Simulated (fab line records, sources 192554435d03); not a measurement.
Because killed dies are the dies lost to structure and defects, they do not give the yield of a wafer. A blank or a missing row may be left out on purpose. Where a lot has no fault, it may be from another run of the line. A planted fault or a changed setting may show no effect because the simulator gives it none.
Comparing a struck lot with a sound one || flow n5-finfet || 19 out of 1938 route steps
Sound: these wafers, L977.1, L977.5, L977.6. Struck: wafer L984.5 (left out: L984.3, a lot-mate that was not struck); the cause follows at the end.
Per side, at each step with rows, come the tool, then ch with its chambers, and then its first start. Under that, the readings that differ: sound wafers || struck wafers || difference of the means || sigmas: that difference in standard deviations of wafers without a fault.
alike: readings with means less than 2 such deviations apart, plus words and numbers identical on both sides. not compared: withheld readings, readings lacking a value on some wafer, bounds such as >300 that could conceal the same value, and numbers that have no deviation in the record and whose values overlap.
A row with sigmas, a row that says differs or no value, or rows on one side alone: a step with any of these is where the two part. Numbers that have no deviation but don't overlap get no sigmas and don't part them. A reading that every wafer of one side lacks parts them only if that side has two wafers or more.

N5_FIN_SAQP_INSPECT_18: inspects for defects (brightfield).
  sound on defect-inspect-01, day 3 17:04; struck on defect-inspect-01, day 5 10:30
  alike: raw-defect-count
N5_FIN_SAQP_DESCUM_21: chemistry O2, time 7.9 s.
  sound on rie-diel-06 ch 0,1,3, day 3 17:31; struck on rie-diel-06 ch 3, day 5 10:32
  alike: drypump-motor-current-A, oes-product-au, rf-vpp-V, showerhead-plenum-p-Torr, throttle-valve-pct
  not compared: rf-hours-counter-h
then, 3 steps without rows for these wafers: N5_FIN_SAQP_ETCH_51 (etches SiARC in CF4, target depth 45.5 nm, time 75.8 s); N5_FIN_SAQP_ETCH_52 (etches SOC in N2/H2, target depth 100 nm, overetch 20 nm, time 150 s); N5_FIN_SAQP_STRIP_53 (strips in N2/H2).
N5_FIN_SAQP_HM_OPEN_73: chemistry CHF3/O2, target SiO2, stops on a-Si, target depth 12 nm, time 16.8 s.
  sound on rie-diel-06 ch 0,1,3, day 3 17:43; struck on rie-diel-06 ch 3, day 5 10:44
  alike: drypump-motor-current-A, oes_ar_750_au, oes-product-au, rf-vpp-V, showerhead-plenum-p-Torr, throttle-valve-pct
  not compared: rf-hours-counter-h
then, 2 steps without rows for these wafers: N5_FIN_SAQP_STRIP_74 (strips in CHF3/O2); N5_FIN_SAQP_MANDREL_ETCH_22 (etches a-Si in HBr/Cl2, stops on SiNx, target depth 60 nm, bt time 10 s, time 30 s).
N5_FIN_SAQP_STRIP_55: strips in N2/H2.
  sound on rie-diel-01 ch 0,1,2, day 3 18:04; struck on rie-diel-06 ch 3, day 5 10:55
  alike: drypump-motor-current-A, oes-product-au, rf-vpp-V, showerhead-plenum-p-Torr, throttle-valve-pct
  not compared: rf-hours-counter-h
then, 2 steps without rows for these wafers: N5_FIN_SAQP_STRIP_23 (strips in SPM, time 750 s); N5_FIN_SAQP_SRD_66 (time 30 s).
N5_FIN_SAQP_RECESS_75: chemistry HF/NH3, target SiO2, target depth 14.4 nm, afs cycles 3, sublimation time 60 s.
  sound on vapor-etch-01 ch 0,1, day 3 18:23; struck on vapor-etch-01 ch 0, day 5 11:22
  alike: drypump-motor-current-A, sublimation-temp-c
N5_FIN_SAQP_SPACER1_ALD_24: deposits SiO2, target thk 20.3 nm, pulse time 1 s, purge time 2 s.
  sound on ald-sin-04 ch 0,1, day 3 18:46; struck on ald-sin-04 ch 0, day 5 11:39
{"reading": "ald-cycles", "sound": "218 218 218", "struck": 192, "difference": -26, "sigmas": ""}
{"reading": "model.SiO2_of_FIN_SAQP_SPACER1_ALD_24.thk-nm (nm)", "sound": "20.4 20.2 20.2", "struck": 17.6, "difference": -2.7, "sigmas": ""}
  alike: heater-power-w, precursor-pulse-height-rel, susceptor-temp-C
N5_FIN_SAQP_SPACER1_ETCHBACK_25: etches SiO2 in CHF3/O2, target depth 24.4 nm, time 12.2 s.
  sound on rie-diel-06 ch 0,1, day 3 19:31; struck on rie-diel-05 ch 3, day 5 12:22
{"reading": "rf-vpp-V (V)", "sound": "526 527 519", "struck": 533, "difference": "+9", "sigmas": "+2"}
  alike: drypump-motor-current-A, oes_ar_750_au, oes-product-au, showerhead-plenum-p-Torr, throttle-valve-pct
  not compared: rf-hours-counter-h
N5_FIN_SAQP_MANDREL1_REMOVE_56: chemistry HBr/Cl2/O2, target a-Si, stops on SiNx, bt time 10 s.
  sound on rie-si-05 ch 1,2,3, day 3 19:36; struck on rie-si-06 ch 3, day 5 12:28
{"reading": "drypump-motor-current-A (A)", "sound": "6.1 6.1 6.8", "struck": 5.3, "difference": -1.0, "sigmas": -2}
{"reading": "oes-product-au (a.u.)", "sound": "1.020 1.027 1.029", "struck": 0.977, "difference": -0.048, "sigmas": -3}
{"reading": "model.FIN_SAQP.cd-nm (nm)", "sound": "20.4 20.4 20.2", "struck": 17.6, "difference": -2.7, "sigmas": ""}
  alike: HBr_flow_sccm, throttle-valve-pct
  not compared: rf-hours-counter-h
N5_FIN_SAQP_CD_MEAS_27: the cd target is 20 nm.
  sound on cd-sem-01 ch 0, day 3 19:43; struck on cd-sem-01 ch 0, day 5 12:34
{"reading": "cd-nm (nm)", "sound": "20.44 20.15 20.30", "struck": 17.50, "difference": -2.80, "sigmas": -14}
then, 1 step without rows for these wafers: N5_FIN_SAQP_ETCH_57 (etches SiNx in CH3F/O2, target depth 32.5 nm, time 46.4 s).
-- the record jumps here: 6 days lie between the struck wafers' starts before and after (it left off in module FIN_SAQP and takes up again in module BEOL_M4, whose first step shown is number 1111 of the route) --
N5_BEOL_M4_RC_MEAS_101:
  sound on prober-02 ch 0, day 9 17:40; struck on prober-01 ch 0, day 11 20:54
{"reading": "DIBL_N (mV/V)", "sound": "34.2 36.0 35.6", "struck": 38.1, "difference": "+2.8", "sigmas": "+2"}
  alike: DIBL_P, IOFF_N, IOFF_P, ION_N, ION_P, SS_N, SS_P, VT_N, VT_P
after that, 1 step had no rows for these wafers: N5_PASSIVATION_PROBE_49.

## WHERE THEY PART
Earliest at N5_FIN_SAQP_SPACER1_ETCHBACK_25; latest, in this record, at N5_BEOL_M4_RC_MEAS_101.

WHY: what the simulator had put in
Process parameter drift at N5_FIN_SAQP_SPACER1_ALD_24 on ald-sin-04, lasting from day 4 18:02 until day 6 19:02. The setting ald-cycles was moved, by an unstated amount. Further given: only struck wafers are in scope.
